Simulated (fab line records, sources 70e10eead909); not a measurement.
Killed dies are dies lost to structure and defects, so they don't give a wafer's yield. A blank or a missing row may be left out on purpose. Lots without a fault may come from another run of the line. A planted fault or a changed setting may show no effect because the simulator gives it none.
A struck lot beside a sound one | flow nand_harc | 14 steps out of a route of 1302
Sound: wafers L932.3, L932.5, L932.6. Struck: wafers L940.1, L940.3, L940.6. The cause comes at the end.
At each step with rows: each side's tool, then ch and its chambers, then its first start. Under that, the readings that differ: sound wafers | struck wafers | difference of the means | sigmas: that difference in standard deviations of wafers without a fault.
alike: readings whose means differ by less than 2 such deviations, and words and numbers that are the same on both sides. not compared: withheld readings, readings that some wafer has no value for, bounds like >300 that may hide the same value, and numbers for which the record gives no deviation and whose values overlap.
The two part at a step that has a row with sigmas, a row that says differs or no value, or rows on one side only. Numbers that don't overlap but have no deviation are shown without sigmas and don't part them. A reading that every wafer of one side lacks parts them only if that side has two wafers or more.

first, 3 steps without rows for these wafers: NHARC_A_SGD_CUT_SRD_19; NHARC_A_SGD_CUT_DEP_20 (deposits SiO2, target thk 150 nm); NHARC_A_SGD_CUT_ANNEAL_27 (time 1800 s).
NHARC_A_SGD_CUT_CMP_21: polishes, target thk 148.19 nm.
  sound on cmp-01 ch 0,1,2, day 19 21:47; struck on cmp-04 ch 0,1,3, day 23 11:11
  alike: motor_current_A, time_to_endpoint_s
NHARC_A_SGD_CUT_THK_MEAS_22: measures by ellipsometry.
  sound on film_metro-01, day 19 21:58; struck on film_metro-01, day 23 11:26
  alike: thk_nm
then, 2 steps without rows for these wafers: NHARC_A_SGD_CUT_SRD_23; NHARC_A_SGD_CUT_ETCH_26 (etches SiO2 in dHF, target depth 45.8 nm).
NHARC_A_SGD_CUT_ETCHBACK_24: etches the open film in CH3F/O2, target depth 50 nm, time 92.857 s.
  sound on rie_diel-01 ch 0,2,3, day 19 22:19; struck on rie_diel-12 ch 0,1,3, day 23 11:40
  alike: drypump_motor_current_A, oes_product_au, rf_vpp_V, showerhead_plenum_p_Torr, throttle_valve_pct
  not compared: rf_hours_counter_h
NHARC_A_SGD_CUT_STRIP_28: strips in O2, time 20 s.
  sound on rie_diel-01 ch 1,2; struck on rie_diel-12 ch 0,1,3, day 23 11:50
  reading                         | sound          | struck         | difference | sigmas
  showerhead_plenum_p_Torr (Torr) | 3.66 3.66 3.75 | 3.43 3.51 3.34 | -0.26      | -2
  alike: drypump_motor_current_A, oes_product_au, rf_vpp_V, throttle_valve_pct
  not compared: rf_hours_counter_h
NHARC_A_SGD_CUT_INSPECT_25:
  sound on defect_inspect-02, day 19 22:32; struck on defect_inspect-01, day 23 11:56
  alike: raw_defect_count
NHARC_A_SLIT_DEP_25: deposits SiO2, target thk 200 nm.
  sound on pecvd-02 ch 0,1, day 19 22:51; struck on pecvd-02 ch 0,1, day 23 12:00
  alike: chamber_pressure_Torr, heater_power_outer_w, heater_power_w, susceptor_temp_C, throttle_valve_pct
NHARC_A_SLIT_DEP_00: deposits aC, target thk 6200 nm.
  sound on acl_dep-03 ch 0, day 20 02:17; struck on acl_dep-02 ch 0, day 23 14:04
  reading              | sound                | struck               | difference | sigmas
  susceptor_temp_C (C) | 400.39 400.55 400.51 | 399.90 399.71 399.71 | -0.71      | -3
  alike: throttle_valve_pct
NHARC_A_SLIT_DEP_23: deposits SiON, target thk 100 nm.
  sound on pecvd-03 ch 0,1,2, day 20 05:04; struck on pecvd-02 ch 0,1, day 23 17:53
  no value came back on the struck wafers for chamber_pressure_Torr (Torr), heater_power_outer_w (W), heater_power_w (W), susceptor_temp_C (C); on the sound wafers chamber_pressure_Torr (Torr) reads 3.498 3.496 3.493
then, 1 step without rows for these wafers: NHARC_A_SLIT_DEHYDRATE_01 (time 120 s).

WHERE THEY PART
First at NHARC_A_SGD_CUT_STRIP_28; last, within this record, at NHARC_A_SLIT_DEP_23.

WHY: what the simulator had put in
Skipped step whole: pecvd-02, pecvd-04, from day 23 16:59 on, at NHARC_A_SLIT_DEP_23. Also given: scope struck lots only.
